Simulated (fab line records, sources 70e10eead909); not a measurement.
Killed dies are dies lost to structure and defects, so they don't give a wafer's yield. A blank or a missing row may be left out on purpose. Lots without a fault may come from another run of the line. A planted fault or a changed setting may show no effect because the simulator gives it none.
Chamber matching | flow nand_harc | NHARC_A_WL_FILL_ALD_00 on ald_hk-02: 4 sister chambers
The step deposits Al2O3, target thk 3 nm, pulse time 3 s, ald cycles 30. 18 wafers are shown with their chamber, then 9 later ones without.

WAFERS WITH THEIR CHAMBER
wafer  | chamber | heater_power_w (W) | precursor_pulse_height_rel
L075.2 | 0       | 390                | 0.974
L075.3 | 3       | 384                | 0.998
L075.5 | 0       | 383                | 0.982
L080.2 | 1       | 544                | 1.020
L080.4 | 2       | 389                | 0.987
L080.6 | 0       | 390                | 0.994
L079.2 | 3       | 391                | 1.026
L079.3 | 2       | 406                | 0.986
L079.6 | 2       | 398                | 0.992
L082.1 | 2       | 401                | 1.040
L082.3 | 1       | 532                | 1.006
L082.5 | 3       | 380                | 1.008
L085.1 | 2       | 411                | 1.016
L085.4 | 0       | 384                | 1.016
L085.5 | 0       | 393                | 1.022
L090.1 | 1       | 528                | 0.989
L090.3 | 2       | 409                | 0.961
L090.6 | 0       | 383                | 1.014

SIGNATURES (means of the wafers above)
reading                    | chamber 0 | chamber 1 | chamber 2 | chamber 3 | scatter within a chamber
heater_power_w             | 387.17    | 534.67    | 402.33    | 385.00    | 6.69
precursor_pulse_height_rel | 1.00033   | 1.00500   | 0.99700   | 1.01067   | 0.0217
Rule: a wafer's distance from a chamber is the root of the sum, over the readings, of the square of ((its reading less the chamber's mean) divided by the reading's scatter). The wafer belongs to the nearest chamber; if the next one is less than 2 further off, it can't be placed. The scatter: the root of (the sum of the squares of (reading less its chamber's mean) over the shown wafers, divided by (wafers less chambers)).

WAFERS WITHOUT THEIR CHAMBER
wafer  | heater_power_w (W) | precursor_pulse_height_rel
L093.1 | 540                | 0.987
L093.2 | 383                | 1.016
L093.6 | 390                | 0.993
L091.1 | 400                | 1.003
L091.4 | 538                | 1.022
L091.6 | 412                | 1.003
L094.1 | 540                | 0.997
L094.4 | 389                | 1.041
L094.6 | 410                | 0.987

WHICH CHAMBER EACH WENT THROUGH
wafer  | from the rows above          | in truth
L093.1 | 1                            | 1
L093.2 | can't be placed: 3 or 0      | 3
L093.6 | can't be placed: 0 or 3 or 2 | 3
L091.1 | can't be placed: 2 or 0 or 3 | 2
L091.4 | 1                            | 1
L091.6 | 2                            | 2
L094.1 | 1                            | 1
L094.4 | can't be placed: 3 or 0 or 2 | 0
L094.6 | 2                            | 2
Placed correctly: 5 of 9. Can't be placed from these rows: 4 (the true chamber is among the candidates in 4). Placed wrongly: 0.
